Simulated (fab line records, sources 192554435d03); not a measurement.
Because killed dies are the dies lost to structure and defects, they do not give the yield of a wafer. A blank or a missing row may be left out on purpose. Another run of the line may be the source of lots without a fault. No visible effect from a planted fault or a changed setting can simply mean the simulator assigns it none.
Chamber matching || flow n5 finfet || 4 sister chambers for N5_BEOL_M5_DESCUM_16 on rie diel-03
The step chemistry O2, time 7 s. 8 wafers are shown with their chamber, then 11 later ones without.

WAFERS PAIRED WITH THEIR CHAMBERS
{"wafer": "L075.3", "chamber": 1, "showerhead plenum p Torr (Torr)": 2.24, "throttle valve pct (%)": 20.50}
{"wafer": "L081.6", "chamber": 3, "showerhead plenum p Torr (Torr)": 2.13, "throttle valve pct (%)": 20.67}
{"wafer": "L083.1", "chamber": 2, "showerhead plenum p Torr (Torr)": 2.06, "throttle valve pct (%)": 20.06}
{"wafer": "L083.6", "chamber": 3, "showerhead plenum p Torr (Torr)": 2.13, "throttle valve pct (%)": 20.70}
{"wafer": "L087.3", "chamber": 1, "showerhead plenum p Torr (Torr)": 2.23, "throttle valve pct (%)": 20.55}
{"wafer": "L090.3", "chamber": 2, "showerhead plenum p Torr (Torr)": 2.05, "throttle valve pct (%)": 20.06}
{"wafer": "L090.6", "chamber": 0, "showerhead plenum p Torr (Torr)": 2.06, "throttle valve pct (%)": 20.47}
{"wafer": "L089.1", "chamber": 0, "showerhead plenum p Torr (Torr)": 2.06, "throttle valve pct (%)": 20.47}

WAFERS WITH NO CHAMBER GIVEN
{"wafer": "L089.5", "showerhead plenum p Torr (Torr)": 2.05, "throttle valve pct (%)": 20.08}
{"wafer": "L089.6", "showerhead plenum p Torr (Torr)": 2.13, "throttle valve pct (%)": 20.69}
{"wafer": "L093.1", "showerhead plenum p Torr (Torr)": 2.23, "throttle valve pct (%)": 20.56}
{"wafer": "L093.3", "showerhead plenum p Torr (Torr)": 2.06, "throttle valve pct (%)": 20.48}
{"wafer": "L093.4", "showerhead plenum p Torr (Torr)": 2.13, "throttle valve pct (%)": 20.69}
{"wafer": "L094.3", "showerhead plenum p Torr (Torr)": 2.22, "throttle valve pct (%)": 20.56}
{"wafer": "L094.4", "showerhead plenum p Torr (Torr)": 2.05, "throttle valve pct (%)": 20.48}
{"wafer": "L094.6", "showerhead plenum p Torr (Torr)": 2.22, "throttle valve pct (%)": 20.57}
{"wafer": "L096.3", "showerhead plenum p Torr (Torr)": 2.22, "throttle valve pct (%)": 20.55}
{"wafer": "L096.5", "showerhead plenum p Torr (Torr)": 2.13, "throttle valve pct (%)": 20.69}
{"wafer": "L096.6", "showerhead plenum p Torr (Torr)": 2.05, "throttle valve pct (%)": 20.49}

WHICH CHAMBER EACH WENT THROUGH
{"wafer": "L089.5", "from the rows above": 2, "in truth": 2}
{"wafer": "L089.6", "from the rows above": 3, "in truth": 3}
{"wafer": "L093.1", "from the rows above": 1, "in truth": 1}
{"wafer": "L093.3", "from the rows above": 0, "in truth": 0}
{"wafer": "L093.4", "from the rows above": 3, "in truth": 3}
{"wafer": "L094.3", "from the rows above": 1, "in truth": 1}
{"wafer": "L094.4", "from the rows above": 0, "in truth": 0}
{"wafer": "L094.6", "from the rows above": 1, "in truth": 1}
{"wafer": "L096.3", "from the rows above": 1, "in truth": 1}
{"wafer": "L096.5", "from the rows above": 3, "in truth": 3}
{"wafer": "L096.6", "from the rows above": 0, "in truth": 0}
11 of 11 placed correctly. From these rows, 0 cannot be placed. Wrongly placed: 0.
How it was worked out, from the rows above alone: a wafer's distance from a chamber is the root of the sum, over the readings, of the square of ((its reading less the chamber's mean) divided by the reading's scatter). The wafer belongs to the nearest chamber; if the next one is less than 2 further off, it can't be placed. The mean given for a chamber averages the wafers shown for that chamber. The scatter is the square root of a quotient: the sum, over the shown wafers, of each reading's squared deviation from its chamber's mean, divided by wafers minus chambers.
